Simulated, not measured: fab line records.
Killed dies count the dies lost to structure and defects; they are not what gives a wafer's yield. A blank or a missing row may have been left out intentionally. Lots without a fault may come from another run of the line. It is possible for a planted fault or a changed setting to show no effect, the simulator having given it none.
Struck lot and sound lot, side by side :: flow nand-harc :: 13 steps out of a route of 1302
Sound: the wafers L855.1, L855.3, L855.4. The struck wafers were L846.3, L846.5, L846.6. The cause is given at the end.
For every step that has rows: the tool of each side, followed by ch and its chambers, followed by its first start. Under that, the readings that differ: sound wafers :: struck wafers :: difference of the means :: sigmas: that difference in standard deviations of wafers without a fault.
alike: a reading whose means differ by less than 2 such deviations, as well as words and numbers matching on both sides. not compared: withheld readings; readings where some wafer has no value; bounds like >300 that might hide an equal value; numbers whose values overlap and for which the record gives no deviation.
A row with sigmas, a row that says differs or no value, or rows on one side alone: a step with any of these is where the two part. Non-overlapping numbers with no deviation appear without sigmas and do not part them. Lack of a reading on every wafer of one side parts them only where that side has two or more wafers.

NHARC_A_M0_PRE_CLEAN_29: time 30 s.
  sound on pvd-sputter-02; struck on pvd-sputter-01
  alike: heater-power-w
NHARC_A_M0_PVD_20: deposits TaN, target thk 5 nm, time 8.06 s.
  sound on pvd-sputter-02; struck on pvd-sputter-01
  alike: cathode-dc-power-W, throttle-valve-pct
then, 2 steps without rows for these wafers: NHARC_A_M0_PVD_21 (deposits Cu, target thk 30 nm, time 20.49 s); NHARC_A_M0_ECD_22 (material Cu, target thk 400 nm).
NHARC_A_M0_ANNEAL_30: time 90 s.
  sound on rtp-anneal-01 ch 0, day 29 00:48; struck on rtp-anneal-02 ch 0, day 26 00:35
  alike: wafer_temp_C_max
NHARC_A_M0_CMP_23: polishes, t overpolish 20 s, target thk 113.75 nm.
  sound on cmp-01 ch 0,2,3, day 29 01:08; struck on cmp-04 ch 0,1,2, day 26 00:53
  alike: motor-current-A, retaining-ring-pressure-frac, time-to-endpoint-s
NHARC_A_M0_THK_MEAS_24: measures by xrf.
  sound on film-metro-02, day 29 01:28; struck on film-metro-01, day 26 01:09
  alike: thk-nm
then, 1 step without rows for these wafers: NHARC_A_M0_SRD_25.
NHARC_A_M0_INSPECT_27:
  sound on defect-inspect-02, day 29 01:38; struck on defect-inspect-02, day 26 01:19
  alike: raw-defect-count
then, 1 step without rows for these wafers: NHARC_A_M0_PRE_CLEAN_31 (time 12 s).
NHARC_A_M0_DEP_32: deposits SiCN, target thk 30 nm.
  sound on pecvd-03 ch 0,2, day 29 01:49; struck on pecvd-03 ch 1,2, day 26 01:32
  alike: chamber-pressure-Torr, heater-power-outer-w, heater-power-w
NHARC_A_M1_DEP_00: deposits SiOC, target thk 182.5 nm.
  sound on pecvd-02 ch 0,1, day 29 02:11; struck on pecvd-03 ch 0,1, day 26 01:50
  no value came back on the struck wafers for chamber-pressure-Torr (Torr), rf-fwd-power-W (W); on the sound wafers chamber-pressure-Torr (Torr) reads 4.989 5.007 5.003
then, 1 step without rows for these wafers: NHARC_A_M1_DEHYDRATE_01 (time 120 s).

WHERE THEY PART
Within this record, at NHARC_A_M1_DEP_00 only.

WHY: what the simulator had put in
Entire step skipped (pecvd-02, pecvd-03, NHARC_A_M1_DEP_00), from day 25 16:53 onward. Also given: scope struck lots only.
